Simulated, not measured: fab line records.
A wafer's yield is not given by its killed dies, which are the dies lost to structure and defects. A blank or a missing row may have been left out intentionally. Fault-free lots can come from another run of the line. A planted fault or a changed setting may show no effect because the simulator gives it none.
fab line records	flow n5_finfet
[record] lots = 9	wafers = 27	last_day = 17
route steps=1938 shown SD_EPI_N@277 BEOL_M4@1111 MIM_BOT_ETCH@1866 TV_LITHO@1884 PASSIVATION@1911
lots that met no fault: from a run of the same line without faults
start_h: the number of hours between the record's first day and the start of the first shown wafer of the lot	wait_h: hours from the lot's prior step to this one	" same as the row above	L1.1+2: one row covering several wafers at once	- value missing, or start not given	* or withheld: withheld	< > ~ a bound
route shown NAME@n: NAME is a module with steps in the file, n the number in the route of the first one	usual: mean/standard deviation taken from wafers without a fault	same: alike in all rows	chamber/n: place in a boat	sites: per-site readings	_std_site: standard deviation of those values	_edge_site: mean of outer sites minus mean of inner sites	radius_mm: for every site, how far away it sits from the centre of the wafer	mask NAME#n: copy n	behind: the most recent tool/chamber to have shaped the wafer	hold: reason for holding the lot/hours on hold/outcome of the hold	device: the transistor (n, p or np) that didn't switch	end of line: tests of these same wafers at the route's end	for a step that has no rows: nothing shown but its recipe	killed: at the first sort, the dies lost to defects and structure; wafer yield is something else	map: per-die view of a wafer (x killed, . not killed, _ where there is no die)
set.NAME: the setting that was run; set.NAME@STEP: the one run at that earlier step	model.NAME: the simulator's own value behind a step, which no gauge read
route steps across a sampled set of lots; one table per step, one row per wafer
services: when a tool's chamber went out of use (start_h, in hours from the record's first day, below 0 if earlier), for how many hours, and the reason
[[steps]]
[step N5_SD_EPI_N_ETCHBACK_44]
[recipe] chemistry = CH3F/O2	mode = anisotropic_etchback	target = SiNx	target_depth_a = 145	stop_on = SiO2	over_etch_frac = 0.3	ion_energy_ev = 120	pressure_mtorr = 30	source_w = 395	bias_w = 73	Ar_flow_sccm = 150	CH3F_flow_sccm = 30	O2_flow_sccm = 20
[usual] CH3F_flow_sccm = 30.01/0.092	O2_flow_sccm = 20.01/0.063	drypump_motor_current_A = 5.7/0.44	oes_product_au = 0.69/0.081	rf_vpp_V = 294/5.4	showerhead_plenum_p_Torr = 2.02/0.079	throttle_valve_pct = 16.38/0.24
[same] over_etch_frac = 0.3
lot.wafer	tool	chamber	start_h	wait_h	CH3F_flow_sccm	O2_flow_sccm	drypump_motor_current_A	oes_product_au	rf_hours_counter_h	rf_vpp_V	showerhead_plenum_p_Torr	throttle_valve_pct
L948.1	rie_diel-06	3	50.29	0.0	30.05	19.96	5.6	0.73	42	291	1.95	16.34
L948.4	"	0	"	"	29.91	20.01	5.7	0.80	10	296	2.15	16.10
L948.6	"	0	"	"	29.95	20.08	5.7	0.80	-	295	2.15	16.08
L950.1	rie_diel-06	0	61.57	0.0	29.91	19.93	5.7	0.79	13	297	2.14	16.12
L950.3	"	3	"	"	30.05	19.98	5.6	0.72	46	293	1.95	16.36
L950.5	"	3	"	"	30.14	19.95	5.6	0.72	-	291	1.95	16.34
L952.1	rie_diel-06	0	73.04	0.0	29.97	19.84	5.7	0.78	17	296	2.14	16.10
L952.3	"	2	"	"	29.97	19.92	5.5	0.63	170	286	2.08	16.72
L952.5	"	0	"	"	30.07	19.94	5.8	0.78	-	296	2.14	16.12
L953.1	rie_diel-01	3	79.41	0.0	30.30	20.06	5.4	0.84	2	304	1.97	16.06
L953.2	"	1	"	"	30.24	20.02	5.0	0.65	139	299	1.93	16.74
L953.4	"	0	"	"	30.04	20.02	4.7	0.65	163	294	1.98	16.13
L954.2	rie_diel-02	2	85.91	0.0	29.77	19.97	5.8	0.58	245	307	2.06	16.60
L954.4	"	1	"	"	29.94	20.04	6.3	0.68	115	289	1.95	16.19
L954.5	"	2	"	"	29.96	20.09	5.7	0.59	-	307	2.06	16.60
L956.1	rie_diel-06	3	99.48	0.0	30.07	20.08	5.6	0.71	60	292	1.95	16.37
L956.4	"	0	"	"	30.08	19.93	5.7	0.76	28	295	2.14	16.13
L956.6	"	0	"	"	30.01	20.06	5.7	0.76	-	296	2.14	16.13
L957.2	rie_diel-06	0	105.24	0.0	30.02	20.12	5.7	0.75	30	297	2.14	16.10
L957.4	"	2	"	"	29.99	20.02	5.5	0.62	182	286	2.07	16.74
L957.6	"	3	"	"	30.04	20.07	5.6	0.71	-	291	1.95	16.38
L958.1	rie_diel-06	3	114.97	0.0	30.02	20.10	5.6	0.71	66	292	1.95	16.38
L958.2	"	0	"	"	29.97	19.90	5.7	0.75	34	296	2.14	16.14
L958.3	"	2	"	"	30.05	20.00	5.6	0.62	186	289	2.07	16.74
L970.1	rie_diel-01	3	181.70	0.0	30.05	20.01	5.3	0.76	34	306	1.95	16.11
L970.4	"	2	"	"	29.97	20.11	6.2	0.81	7	295	2.05	16.17
L970.5	"	3	"	"	29.96	20.00	5.4	0.77	-	305	1.95	16.14
[step N5_BEOL_M4_RC_MEAS_101]
[usual] DIBL_N = 36.8/1.5	DIBL_P = 37.1/2.1	IOFF_N = 0.168/0.03	IOFF_P = 0.22/0.034	ION_N = 679/12	ION_P = 466/8	SS_N = 71.7/0.58	SS_P = 73.5/0.67	VT_N = 248.8/2.7	VT_P = -250/3.3
lot.wafer	tool	chamber	start_h	wait_h	DIBL_N[mV/V]	DIBL_P[mV/V]	IOFF_N[nA/um]	IOFF_P[nA/um]	ION_N[uA/um]	ION_P[uA/um]	SS_N[mV/dec]	SS_P[mV/dec]	VT_N[mV]	VT_P[mV]
L948.1	prober-02	0	156.19	0.0	38.6	39.9	0.204	0.24	683	463	73.2	74.1	247.3	-249
L948.4	"	0	"	"	34.9	35.0	0.135	0.17	662	455	71.3	73.5	250.8	-256
L948.6	"	0	"	"	38.5	39.9	0.213	0.25	679	466	71.6	74.3	244.0	-247
L952.1	prober-02	0	179.56	0.0	36.4	37.5	0.165	0.22	677	468	71.8	72.7	247.4	-253
L952.3	"	0	"	"	38.7	40.5	0.200	0.27	687	468	72.6	74.0	246.2	-247
L952.5	"	0	"	"	36.0	37.8	0.152	0.23	679	468	71.0	72.7	251.6	-246
L950.1	prober-01	0	181.48	0.0	37.0	36.1	0.146	0.19	678	461	71.5	73.5	249.8	-253
L950.3	"	0	"	"	36.9	36.0	0.146	0.20	675	462	70.6	72.9	247.4	-249
L950.5	"	0	"	"	37.1	36.1	0.148	0.20	672	461	70.9	73.4	248.0	-250
L953.1	prober-01	0	185.76	0.0	37.7	38.3	0.187	0.26	678	467	72.6	74.2	247.7	-246
L953.2	"	0	"	"	39.2	37.7	0.213	0.24	680	460	72.9	73.9	248.0	-247
L953.4	"	0	"	"	34.7	33.1	0.126	0.17	667	458	71.5	73.1	252.7	-252
L954.2	prober-01	0	198.07	0.2	35.4	37.0	0.167	0.22	671	469	71.3	74.0	247.2	-249
L954.4	"	0	"	"	35.5	37.0	0.166	0.21	680	463	71.8	72.8	245.1	-248
L954.5	"	0	"	"	35.6	37.2	0.183	0.22	684	470	71.2	73.4	244.9	-247
L957.2	prober-01	0	209.36	0.2	38.6	40.4	0.222	0.23	688	457	71.9	74.1	245.8	-253
L957.4	"	0	"	"	35.1	36.2	0.148	0.16	680	458	70.8	72.7	249.5	-257
L957.6	"	0	"	"	37.7	38.2	0.178	0.20	673	457	72.5	73.5	249.2	-254
L956.1	prober-02	0	211.98	0.0	38.5	38.9	0.202	0.22	682	455	72.4	74.0	246.2	-250
L956.4	"	0	"	"	35.3	36.3	0.153	0.19	678	466	72.1	73.2	250.0	-253
L956.6	"	0	"	"	37.8	39.0	0.204	0.24	696	467	72.0	74.1	245.2	-249
L958.1	prober-02	0	216.12	0.0	41.4	41.8	0.298	0.28	707	468	72.8	74.9	242.1	-250
L958.2	"	0	"	"	36.5	36.5	0.150	0.18	660	452	70.7	74.0	251.1	-253
L958.3	"	0	"	"	38.9	41.4	0.217	0.27	677	467	72.4	74.1	244.8	-249
L970.1	prober-02	0	296.59	0.0	33.4	33.0	0.126	0.19	679	469	71.3	72.9	252.8	-251
L970.4	"	0	"	"	34.7	34.8	0.147	0.22	681	472	71.5	73.4	252.4	-247
L970.5	"	0	"	"	36.5	36.2	0.164	0.26	678	474	72.4	73.0	248.7	-246
[step N5_MIM_BOT_ETCH_ETCH_04]
[recipe] chemistry = CF4/O2	target = SiNx	target_depth_a = 260	time_s = 13	ion_energy_ev = 100	pressure_mtorr = 40	source_w = 535	bias_w = 49	Ar_flow_sccm = 100	cf4_flow_sccm = 100	O2_flow_sccm = 10
[usual] O2_flow_sccm = 10.00/0.032	drypump_motor_current_A = 5.7/0.48	oes_product_au = 0.81/0.068	rf_vpp_V = 238/4.5	showerhead_plenum_p_Torr = 2.20/0.08	throttle_valve_pct = 15.99/0.18
lot.wafer	tool	chamber	start_h	wait_h	O2_flow_sccm	drypump_motor_current_A	oes_product_au	rf_hours_counter_h	rf_vpp_V	showerhead_plenum_p_Torr	throttle_valve_pct
L948.1	rie_diel-01	0	249.21	0.0	10.03	4.7	0.71	229	237	2.17	15.97
L948.4	"	0	"	"	9.99	4.7	0.71	-	236	2.17	15.98
L948.6	"	2	"	"	10.02	6.1	0.89	-	239	2.25	15.86
L952.1	rie_diel-02	3	273.82	0.0	10.05	6.1	0.88	41	236	2.16	15.96
L952.3	"	2	"	"	9.99	5.8	0.84	57	246	2.25	15.90
L952.5	"	2	"	"	9.97	5.8	0.84	-	249	2.25	15.92
L950.1	rie_diel-02	0	276.87	0.0	10.02	5.5	0.84	77	235	2.33	15.93
L950.3	"	3	"	"	10.02	6.1	0.88	42	237	2.16	15.98
L950.5	"	1	"	"	10.01	6.3	0.74	-	233	2.12	15.95
L953.1	rie_diel-06	3	278.16	0.0	10.02	5.6	0.79	122	236	2.12	16.08
L953.2	"	1	"	"	10.00	6.3	0.89	48	242	2.15	15.80
L953.4	"	0	"	"	9.95	5.7	0.82	90	238	2.32	15.85
L954.2	rie_diel-02	1	283.44	0.0	10.06	6.3	0.74	190	233	2.12	15.94
L954.4	"	3	"	"	10.00	6.1	0.88	44	236	2.16	15.97
L954.5	"	3	"	"	10.03	6.1	0.88	-	236	2.16	15.97
L957.2	rie_diel-01	1	292.68	0.0	10.02	5.0	0.69	221	240	2.09	16.46
L957.4	"	2	"	"	10.02	6.2	0.86	50	239	2.25	15.89
L957.6	"	2	"	"	9.98	6.2	0.85	-	239	2.25	15.90
L956.1	rie_diel-06	0	299.56	0.0	10.04	5.7	0.82	96	238	2.31	15.86
L956.4	"	1	"	"	10.05	6.3	0.89	54	242	2.15	15.81
L956.6	"	3	"	"	10.02	5.6	0.79	-	236	2.12	16.11
L958.1	rie_diel-02	0	304.46	0.0	10.04	5.5	0.84	85	234	2.33	15.97
L958.2	"	1	"	"	10.03	6.3	0.73	196	235	2.12	15.98
L958.3	"	3	"	"	9.98	6.1	0.87	51	236	2.15	15.98
L970.1	rie_diel-06	0	394.42	0.0	9.99	5.8	0.79	128	238	2.30	15.89
L970.4	"	3	"	"	9.99	5.6	0.76	159	235	2.11	16.16
L970.5	"	3	"	"	9.96	5.6	0.76	-	235	2.11	16.17
[step N5_PASSIVATION_OVL_MEAS_60]
[recipe] points_per_wafer = 44
[usual] TV_OVL = 1/4.7
lot.wafer	tool	chamber	start_h	wait_h	TV_OVL[nm]
L948.1	overlay-02	0	251.68	0.0	-6
L948.4	"	0	"	"	3
L948.6	"	0	"	"	10
L952.1	overlay-02	0	275.19	0.0	-2
L952.3	"	0	"	"	0
L952.5	"	0	"	"	0
L953.1	overlay-01	0	279.81	0.1	1
L953.2	"	0	"	"	2
L953.4	"	0	"	"	5
L950.1	overlay-02	0	280.35	0.0	-1
L950.3	"	0	"	"	9
L950.5	"	0	"	"	7
L954.2	overlay-02	0	285.13	0.0	0
L954.4	"	0	"	"	-1
L954.5	"	0	"	"	2
L957.2	overlay-01	0	295.36	0.0	5
L957.4	"	0	"	"	3
L957.6	"	0	"	"	-4
L956.1	overlay-01	0	301.21	0.0	3
L956.4	"	0	"	"	4
L956.6	"	0	"	"	3
L958.1	overlay-02	0	309.35	0.0	-8
L958.2	"	0	"	"	2
L958.3	"	0	"	"	-1
L970.1	overlay-02	0	396.91	0.0	-9
L970.4	"	0	"	"	-6
L970.5	"	0	"	"	-2
[step N5_PASSIVATION_STRIP_34]
[recipe] chemistry = O2	power_w = 600	temp_c = 60	pressure_mtorr = 30	rf_frequency_hz = 6e+07	bias_power_w = 0	overash_fraction = 2	o2_flow_sccm = 225
[usual] drypump_motor_current_A = 5.6/0.51	oes_product_au = 0.80/0.071	rf_vpp_V = 3.7/1.6	showerhead_plenum_p_Torr = 2.08/0.075	throttle_valve_pct = 16.66/0.24
lot.wafer	tool	chamber	start_h	wait_h	drypump_motor_current_A	oes_product_au	rf_hours_counter_h	rf_vpp_V	showerhead_plenum_p_Torr	throttle_valve_pct
L948.1	rie_diel-01	2	254.06	0.2	6.2	0.89	35	3.8	2.13	16.53
L948.4	"	0	"	"	4.7	0.72	-	5.7	2.05	16.63
L948.6	"	1	"	"	5.0	0.71	-	2.2	2.02	17.26
L952.1	rie_diel-06	0	277.84	0.3	5.7	0.82	90	5.6	2.22	16.60
L952.3	"	3	"	"	5.6	0.76	122	2.9	2.01	16.77
L952.5	"	0	"	"	5.7	0.83	-	5.0	2.22	16.54
L953.1	rie_diel-02	2	282.46	0.2	5.8	0.83	60	4.6	2.13	16.56
L953.2	"	1	"	"	6.4	0.74	189	1.5	2.02	16.65
L953.4	"	0	"	"	5.5	0.82	78	8.9	2.22	16.69
L950.1	rie_diel-01	2	282.75	0.1	6.2	0.86	47	1.4	2.12	16.57
L950.3	"	1	"	"	5.0	0.69	218	4.0	2.01	17.33
L950.5	"	0	"	"	4.7	0.70	-	4.7	2.05	16.64
L954.2	rie_diel-06	3	288.32	0.1	5.5	0.77	126	3.6	2.01	16.75
L954.4	"	0	"	"	5.7	0.83	93	5.6	2.22	16.57
L954.5	"	3	"	"	5.6	0.79	-	1.7	2.01	16.83
L957.2	rie_diel-01	0	297.59	0.2	4.6	0.68	248	0.6	2.04	16.63
L957.4	"	2	"	"	6.2	0.86	52	4.1	2.12	16.49
L957.6	"	2	"	"	6.2	0.85	-	4.0	2.12	16.52
L956.1	rie_diel-01	3	303.69	0.2	5.4	0.85	71	3.5	2.02	16.41
L956.4	"	1	"	"	5.0	0.68	-	5.2	2.01	17.29
L956.6	"	0	"	"	4.7	0.70	-	1.7	2.04	16.63
L958.1	rie_diel-02	3	311.62	0.1	6.1	0.89	53	3.2	2.03	16.65
L958.2	"	1	"	"	6.3	0.75	199	1.9	2.01	16.66
L958.3	"	2	"	"	5.8	0.82	70	4.0	2.13	16.59
L970.1	rie_diel-02	3	399.63	0.1	6.2	0.84	81	3.0	2.02	16.63
L970.4	"	0	"	"	5.5	0.80	114	6.4	2.21	16.68
L970.5	"	1	"	"	6.3	0.72	-	6.5	2.00	16.73
[step N5_PASSIVATION_PROBE_49]
[usual] defect_limited_yield = 91.0/1.5	killed_at_M0_to_M3 = 34/11	killed_at_M4_up = 14/5.3	killed_at_contacts = 13/7	killed_at_front_end = 41/13	killed_at_other = 4/3.1	killed_dies = 106/17	killed_open = 70/12	killed_short = 35/8	sort_bin_4_leakage = 0.00/0.007	sort_bin_5_function = 5.2/0.98	sort_bin_6_memory = 3.4/0.69	sort_n_pass = 1074/17	sort_yield_pct = 91.0/1.5
[same] gross_dies = 1180	killed_at_back_side = 0	sort_bin_8_speed[%] = 0
lot.wafer	tool	chamber	start_h	wait_h	defect_limited_yield[%]	killed_at_M0_to_M3	killed_at_M4_up	killed_at_contacts	killed_at_front_end	killed_at_other	killed_dies	killed_open	killed_short	sort_bin_4_leakage[%]	sort_bin_5_function[%]	sort_bin_6_memory[%]	sort_n_pass	sort_yield_pct[%]
L948.1	prober-02	-	258.38	0.0	91.8	16	12	9	55	5	97	54	43	0	4.2	3.6	1083	91.8
L948.4	prober-02	-	258.53	0.2	91.8	30	11	8	44	4	97	68	27	0	4.7	3.4	1083	91.8
L948.6	prober-02	-	258.63	0.3	93.1	22	11	3	39	7	82	63	19	0	4.4	2.5	1098	93.1
L952.1	prober-01	-	282.26	0.0	91.4	19	10	15	46	11	101	64	34	0	5.3	3.1	1079	91.4
L952.3	prober-01	-	282.36	0.1	88.6	52	13	11	54	5	135	88	44	0	6.4	4.1	1045	88.6
L952.5	prober-01	-	282.46	0.2	89.7	18	10	25	68	1	122	81	39	0	5.9	3.7	1058	89.7
L953.1	prober-01	-	286.73	0.0	89.3	75	14	10	21	6	126	87	39	0	5.8	4.2	1054	89.3
L953.2	prober-01	-	286.78	0.1	91.5	41	16	17	24	2	100	73	27	0	4.8	3.6	1080	91.5
L953.4	prober-01	-	286.88	0.2	90.7	41	20	8	37	4	110	72	38	0	5.6	3.5	1070	90.7
L950.1	prober-01	-	287.03	0.1	89.6	34	15	20	44	10	123	88	34	0	6.9	3.2	1057	89.6
L950.3	prober-01	-	287.13	0.2	87.0	27	17	17	89	3	153	113	40	0	7.7	4.8	1027	87.0
L950.5	prober-01	-	287.23	0.3	87.0	42	12	26	67	6	153	106	47	0	8.1	4.6	1027	87.0
L954.2	prober-01	-	292.78	0.1	89.4	31	32	12	38	12	125	74	49	0	5.5	4.4	1055	89.4
L954.4	prober-01	-	292.88	0.2	91.8	37	16	10	32	2	97	63	34	0	4.4	3.4	1083	91.8
L954.5	prober-01	-	292.93	0.2	90.5	42	28	9	29	4	112	72	39	0	5.1	4.1	1068	90.5
L957.2	prober-01	-	302.56	0.1	91.1	36	23	17	26	3	105	77	28	0	5.4	3.4	1075	91.1
L957.4	prober-01	-	302.66	0.2	91.0	50	20	9	25	2	106	58	46	0	5.3	3.1	1074	91.0
L957.6	prober-01	-	302.76	0.3	90.8	34	22	11	40	1	108	71	37	0	4.9	4.0	1072	90.8
L956.1	prober-02	-	307.90	0.0	92.6	30	14	12	30	1	87	58	24	0	3.7	3.1	1093	92.6
L956.4	prober-02	-	308.05	0.2	91.6	31	14	24	30	0	99	72	27	0	4.3	4.0	1081	91.6
L956.6	prober-02	-	308.15	0.3	89.2	35	18	15	58	1	127	85	42	0	6.2	4.2	1053	89.2
L958.1	prober-01	-	317.91	0.0	89.8	47	14	6	52	1	120	67	48	0.34	5.9	3.6	1056	89.5
L958.2	prober-01	-	317.96	0.1	89.9	41	12	8	53	5	119	66	48	0	5.7	3.9	1061	89.9
L958.3	prober-01	-	318.01	0.1	89.8	26	11	21	61	1	120	82	38	0	5.8	3.8	1060	89.8
L970.1	prober-02	-	404.80	0.0	91.1	53	7	13	32	0	105	68	36	0	5.0	3.5	1075	91.1
L970.4	prober-02	-	404.95	0.2	92.2	43	12	11	26	0	92	68	23	0	5.3	2.2	1088	92.2
L970.5	prober-02	-	405.00	0.2	89.7	63	10	8	40	1	122	83	38	0	6.8	3.5	1058	89.7
// killed by level:class
L948.1 FIN_SAQP:geometric_particle:open=17 FIN_SAQP:geometric_particle:short=17 MOL_CONTACT_COAG:geometric_particle:open=8 BEOL_M0_SAQP:geometric_particle:short=7 DUMMY_GATE:geometric_particle:open=6 BEOL_M0_SAQP:geometric_particle:open=5 BEOL_M4:geometric_particle:short=4 GATE_CUT:geometric_particle:open=3
L948.4 BEOL_M2:geometric_particle:open=14 FIN_SAQP:geometric_particle:open=12 STI_FIN_REVEAL:geometric_particle:open=7 MOL_CONTACT_COAG:geometric_particle:open=7 BEOL_M4:geometric_particle:open=5 FIN_SAQP:geometric_particle:short=4 DUMMY_GATE:geometric_particle:short=4 BEOL_M0_SAQP:geometric_particle:open=4
L948.6 FIN_SAQP:geometric_particle:open=11 FIN_SAQP:geometric_particle:short=7 DUMMY_GATE:geometric_particle:open=6 BEOL_M4:geometric_particle:open=6 BEOL_M0_SAQP:geometric_particle:open=5 BEOL_M3:geometric_particle:open=5 STI_FIN_REVEAL:geometric_particle:open=4 BEOL_M2:geometric_particle:open=4
L952.1 STI_FIN_REVEAL:geometric_particle:open=13 MOL_CONTACT_COAG:geometric_particle:open=11 FIN_SAQP:geometric_particle:open=9 DUMMY_GATE:geometric_particle:open=7 BEOL_M3:geometric_particle:open=6 MIM_TOP_ETCH:geometric_particle:short=6 FIN_SAQP:geometric_particle:short=5 BEOL_M2:geometric_particle:open=4
L952.3 FIN_SAQP:geometric_particle:open=19 BEOL_M0_SAQP:geometric_particle:open=14 BEOL_M0_SAQP:geometric_particle:short=12 FIN_SAQP:geometric_particle:short=10 BEOL_M2:geometric_particle:open=8 STI_FIN_REVEAL:geometric_particle:open=7 BEOL_M1:geometric_particle:open=6 BEOL_M4:geometric_particle:open=6
L952.5 MOL_CONTACT_COAG:geometric_particle:open=16 FIN_SAQP:geometric_particle:open=15 STI_FIN_REVEAL:geometric_particle:open=11 FIN_SAQP:geometric_particle:short=10 GATE_CUT:geometric_particle:open=10 MOL_CONTACT_COAG:geometric_particle:short=9 GATE_CUT:geometric_particle:short=8 BEOL_M0_SAQP:geometric_particle:open=5
L953.1 BEOL_M2:geometric_particle:open=22 BEOL_M0_SAQP:geometric_particle:open=17 BEOL_M0_SAQP:geometric_particle:short=17 MOL_CONTACT_COAG:geometric_particle:open=10 BEOL_M4:geometric_particle:open=9 BEOL_M0:geometric_particle:open=7 BEOL_M1:geometric_particle:open=4 BEOL_M3:geometric_particle:open=4
L953.2 MOL_CONTACT_COAG:geometric_particle:open=14 BEOL_M3:geometric_particle:open=12 FIN_SAQP:geometric_particle:short=7 FIN_SAQP:geometric_particle:open=7 BEOL_M0_SAQP:geometric_particle:open=7 BEOL_M0_SAQP:geometric_particle:short=6 BEOL_M2:geometric_particle:open=6 BEOL_M4:geometric_particle:open=6
L953.4 BEOL_M4:geometric_particle:open=15 STI_FIN_REVEAL:geometric_particle:open=10 BEOL_M2:geometric_particle:open=9 BEOL_M0_SAQP:geometric_particle:short=9 BEOL_M0_SAQP:geometric_particle:open=9 MOL_CONTACT_COAG:geometric_particle:open=6 FIN_SAQP:geometric_particle:short=5 BEOL_M1:geometric_particle:open=5
L950.1 STI_FIN_REVEAL:geometric_particle:open=16 MOL_CONTACT_COAG:geometric_particle:open=16 BEOL_M2:geometric_particle:open=9 BEOL_M0_SAQP:geometric_particle:open=7 BEOL_M0_SAQP:geometric_particle:short=5 BEOL_M4:geometric_particle:open=5 FIN_SAQP:geometric_particle:short=4 MOL_CONTACT_COAG:geometric_particle:short=4
L950.3 STI_FIN_REVEAL:geometric_particle:open=44 MOL_CONTACT_COAG:geometric_particle:open=14 STI_FIN_REVEAL:geometric_particle:short=11 BEOL_M4:geometric_particle:open=10 BEOL_M3:geometric_particle:open=9 FIN_SAQP:geometric_particle:open=7 BEOL_M0_SAQP:geometric_particle:short=7 FIN_SAQP:geometric_particle:short=6
L950.5 STI_FIN_REVEAL:geometric_particle:open=32 MOL_CONTACT_COAG:geometric_particle:open=20 STI_FIN_REVEAL:geometric_particle:short=14 BEOL_M0_SAQP:geometric_particle:open=14 BEOL_M4:geometric_particle:open=10 BEOL_M0_SAQP:geometric_particle:short=9 MOL_CONTACT_COAG:geometric_particle:short=6 BEOL_M1:geometric_particle:open=6
L954.2 BEOL_M0_SAQP:geometric_particle:short=14 BEOL_M4:geometric_particle:open=11 BEOL_M3:geometric_particle:open=9 MOL_CONTACT_COAG:geometric_particle:open=8 DUMMY_GATE:geometric_particle:open=6 BEOL_M4:geometric_particle:short=6 FIN_SAQP:geometric_particle:short=5 BEOL_M5:geometric_particle:open=5
L954.4 BEOL_M0_SAQP:geometric_particle:open=9 MOL_CONTACT_COAG:geometric_particle:open=8 BEOL_M4:geometric_particle:open=8 FIN_SAQP:geometric_particle:short=6 STI_FIN_REVEAL:geometric_particle:open=6 BEOL_M3:geometric_particle:open=6 FIN_SAQP:geometric_particle:open=5 GATE_CUT:geometric_particle:short=5
L954.5 BEOL_M4:geometric_particle:open=20 BEOL_M3:geometric_particle:open=19 BEOL_M3:geometric_particle:short=12 FIN_SAQP:geometric_particle:short=9 MOL_CONTACT_COAG:geometric_particle:open=6 BEOL_M1:geometric_particle:open=4 GATE_CUT:geometric_particle:open=3 GATE_CUT:geometric_particle:short=3
L957.2 MOL_CONTACT_COAG:geometric_particle:open=15 BEOL_M3:geometric_particle:open=10 BEOL_M1:geometric_particle:open=8 BEOL_M0_SAQP:geometric_particle:open=7 FIN_SAQP:geometric_particle:open=6 GATE_CUT:geometric_particle:short=6 BEOL_M4:geometric_particle:open=6 STARTING-WAFER:geometric_particle:short=5
L957.4 BEOL_M0_SAQP:geometric_particle:short=20 BEOL_M0_SAQP:geometric_particle:open=11 MOL_CONTACT_COAG:geometric_particle:open=8 BEOL_M3:geometric_particle:open=7 FIN_SAQP:geometric_particle:short=6 BEOL_M1:geometric_particle:open=6 STI_FIN_REVEAL:geometric_particle:open=5 BEOL_M4:geometric_particle:short=5
L957.6 FIN_SAQP:geometric_particle:open=18 BEOL_M0_SAQP:geometric_particle:short=15 BEOL_M5:geometric_particle:open=9 MOL_CONTACT_COAG:geometric_particle:open=6 BEOL_M0_SAQP:geometric_particle:open=6 STI_FIN_REVEAL:geometric_particle:open=5 MOL_CONTACT_COAG:geometric_particle:short=5 BEOL_M1:geometric_particle:open=4
L956.1 MOL_CONTACT_COAG:geometric_particle:open=10 BEOL_M0_SAQP:geometric_particle:open=8 BEOL_M0_SAQP:geometric_particle:short=6 BEOL_M3:geometric_particle:open=6 FIN_SAQP:geometric_particle:open=5 STI_FIN_REVEAL:geometric_particle:open=5 BEOL_M2:geometric_particle:open=5 BEOL_M4:geometric_particle:open=4
L956.4 MOL_CONTACT_COAG:geometric_particle:open=18 BEOL_M0_SAQP:geometric_particle:open=9 FIN_SAQP:geometric_particle:open=7 MOL_CONTACT_COAG:geometric_particle:short=6 BEOL_M0_SAQP:geometric_particle:short=6 BEOL_M1:geometric_particle:open=6 BEOL_M4:geometric_particle:open=6 BEOL_M2:geometric_particle:open=5
L956.6 STI_FIN_REVEAL:geometric_particle:open=26 MOL_CONTACT_COAG:geometric_particle:open=14 BEOL_M1:geometric_particle:open=10 BEOL_M0_SAQP:geometric_particle:short=10 STI_FIN_REVEAL:geometric_particle:short=5 BEOL_M0_SAQP:geometric_particle:open=5 FIN_SAQP:geometric_particle:short=4 GATE_CUT:geometric_particle:short=4
L958.1 BEOL_M0_SAQP:geometric_particle:short=14 BEOL_M0_SAQP:geometric_particle:open=14 STI_FIN_REVEAL:geometric_particle:open=8 BEOL_M3:geometric_particle:open=8 DUMMY_GATE:geometric_particle:open=7 BEOL_M1:geometric_particle:open=6 FIN_SAQP:geometric_particle:short=5 FIN_SAQP:geometric_particle:open=5
L958.2 BEOL_M0_SAQP:geometric_particle:short=15 BEOL_M0_SAQP:geometric_particle:open=15 STI_FIN_REVEAL:geometric_particle:open=13 FIN_SAQP:geometric_particle:open=9 FIN_SAQP:geometric_particle:short=6 STI_FIN_REVEAL:geometric_particle:short=5 BEOL_M1:geometric_particle:open=5 DUMMY_GATE:geometric_particle:open=4
L958.3 FIN_SAQP:geometric_particle:open=17 STI_FIN_REVEAL:geometric_particle:open=17 MOL_CONTACT_COAG:geometric_particle:open=16 FIN_SAQP:geometric_particle:short=7 BEOL_M0_SAQP:geometric_particle:open=7 STI_FIN_REVEAL:geometric_particle:short=5 MOL_CONTACT_COAG:geometric_particle:short=5 BEOL_M0_SAQP:geometric_particle:short=5
L970.1 BEOL_M2:geometric_particle:open=13 FIN_SAQP:geometric_particle:short=11 MOL_CONTACT_COAG:geometric_particle:open=10 BEOL_M0_SAQP:geometric_particle:open=9 DUMMY_GATE:geometric_particle:open=8 FIN_SAQP:geometric_particle:open=7 BEOL_M0_SAQP:geometric_particle:short=7 BEOL_M2:geometric_particle:short=7
L970.4 BEOL_M2:geometric_particle:open=18 FIN_SAQP:geometric_particle:short=10 MOL_CONTACT_COAG:geometric_particle:open=10 BEOL_M0_SAQP:geometric_particle:open=8 FIN_SAQP:geometric_particle:open=7 BEOL_M4:geometric_particle:open=7 BEOL_M0_SAQP:geometric_particle:short=5 BEOL_M1:geometric_particle:open=4
L970.5 BEOL_M2:geometric_particle:open=12 BEOL_M0_SAQP:geometric_particle:open=11 BEOL_M3:geometric_particle:open=10 BEOL_M1:geometric_particle:open=9 FIN_SAQP:geometric_particle:short=8 STI_FIN_REVEAL:geometric_particle:open=7 MOL_CONTACT_COAG:geometric_particle:open=7 DUMMY_GATE:geometric_particle:open=6
[[services]]
tool	chamber	start_h	hours	kind
rie_diel-06	1	34.50	8.1	repair
rie_diel-01	1	38.11	1.3	repair
rie_diel-06	1	44.87	4.8	repair
rie_diel-01	3	59.97	1.7	repair
rie_diel-02	-	72.54	11.6	repair
rie_diel-02	2	96.77	1.5	repair
rie_diel-06	1	109.69	-	clean
rie_diel-06	1	109.69	-	consumable_replace:focus_ring
rie_diel-06	1	109.69	20.6	scheduled_down
rie_diel-06	1	109.69	20.6	vent_cycle
rie_diel-01	3	130.35	4.5	repair
rie_diel-01	-	148.96	0.1	repair
rie_diel-02	1	158.46	5.5	repair
rie_diel-06	-	215.62	15.6	pm
rie_diel-02	2	235.45	2.4	repair
rie_diel-01	3	246.14	18.9	repair
rie_diel-01	2	299.37	5.1	repair
rie_diel-01	-	311.59	0.2	repair
rie_diel-06	2	312.32	-	clean
rie_diel-06	2	312.32	-	consumable_replace:focus_ring
rie_diel-02	2	343.93	4.8	repair
rie_diel-02	2	363.16	1.3	repair
rie_diel-02	1	369.34	9.8	repair
rie_diel-06	3	380.46	6.0	repair
[[key]]
[first_sign] step = N5_PASSIVATION_PROBE_49	reading = sort_bin_4_leakage	direction = up	sigmas = 4	usual = 0.00	struck = 0.34
effect none on later readings
met_at N5_SD_EPI_N_ETCHBACK_44
struck_lots L958
struck_wafers L958.1
not_acting_at N5_MIM_BOT_ETCH_ETCH_04,N5_PASSIVATION_OVL_MEAS_60,N5_PASSIVATION_STRIP_34
onset_between 105.24 114.97
[fault] kind = process_parameter_drift	tool = rie_diel-06	chamber = -	onset_h = 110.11	steps = N5_SD_EPI_N_ETCHBACK_44	channel = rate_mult	offset = 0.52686	shape = step	end_h = 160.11	scope = struck_wafers_only
